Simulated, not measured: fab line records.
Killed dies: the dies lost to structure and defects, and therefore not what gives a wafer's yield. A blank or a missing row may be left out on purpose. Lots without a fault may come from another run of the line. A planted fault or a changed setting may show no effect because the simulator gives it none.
Chamber matching / flow n5_finfet / N5_HKMG_FIN_ETCH_67 on rie_diel-05 has 4 sister chambers
The step etches SOC in N2/H2, stops on TiN, target depth 388.9 nm. 8 wafers are shown with their chamber, then 9 later ones without.

== WAFERS, EACH WITH ITS CHAMBER ==
wafer=L084.4; chamber=2; drypump_motor_current_A (A)=5.8; throttle_valve_pct (%)=17.56
wafer=L085.3; chamber=1; drypump_motor_current_A (A)=4.8; throttle_valve_pct (%)=18.29
wafer=L086.2; chamber=3; drypump_motor_current_A (A)=5.6; throttle_valve_pct (%)=17.74
wafer=L086.3; chamber=2; drypump_motor_current_A (A)=5.9; throttle_valve_pct (%)=17.55
wafer=L086.4; chamber=0; drypump_motor_current_A (A)=6.4; throttle_valve_pct (%)=17.90
wafer=L087.1; chamber=0; drypump_motor_current_A (A)=6.4; throttle_valve_pct (%)=17.92
wafer=L087.3; chamber=3; drypump_motor_current_A (A)=5.6; throttle_valve_pct (%)=17.75
wafer=L087.5; chamber=1; drypump_motor_current_A (A)=4.7; throttle_valve_pct (%)=18.28

== WAFERS WITH NO CHAMBER GIVEN ==
wafer=L089.1; drypump_motor_current_A (A)=6.4; throttle_valve_pct (%)=17.93
wafer=L089.5; drypump_motor_current_A (A)=4.7; throttle_valve_pct (%)=18.30
wafer=L089.6; drypump_motor_current_A (A)=5.9; throttle_valve_pct (%)=17.56
wafer=L091.1; drypump_motor_current_A (A)=6.4; throttle_valve_pct (%)=17.93
wafer=L091.2; drypump_motor_current_A (A)=5.7; throttle_valve_pct (%)=17.77
wafer=L091.4; drypump_motor_current_A (A)=5.9; throttle_valve_pct (%)=17.56
wafer=L097.2; drypump_motor_current_A (A)=5.9; throttle_valve_pct (%)=17.60
wafer=L097.3; drypump_motor_current_A (A)=5.6; throttle_valve_pct (%)=17.79
wafer=L097.5; drypump_motor_current_A (A)=6.4; throttle_valve_pct (%)=17.94

== WHICH CHAMBER EACH ONE RAN IN ==
wafer=L089.1; from the rows above=0; in truth=0
wafer=L089.5; from the rows above=1; in truth=1
wafer=L089.6; from the rows above=2; in truth=2
wafer=L091.1; from the rows above=0; in truth=0
wafer=L091.2; from the rows above=3; in truth=3
wafer=L091.4; from the rows above=2; in truth=2
wafer=L097.2; from the rows above=2; in truth=2
wafer=L097.3; from the rows above=3; in truth=3
wafer=L097.5; from the rows above=0; in truth=0
Placed correctly: 9 of 9. From these rows, 0 cannot be placed. Placed wrongly: 0.
How it was worked out, from the rows above alone: a wafer's distance from a chamber is the root of the sum, over the readings, of the square of ((its reading less the chamber's mean) divided by the reading's scatter). The wafer belongs to the nearest chamber; if the next one is less than 2 further off, it can't be placed. A chamber's mean is the mean of its shown wafers. How the scatter is found: for the shown wafers, subtract from each reading the mean of its chamber, square and add these, divide the total by (wafers less chambers), then take the root.
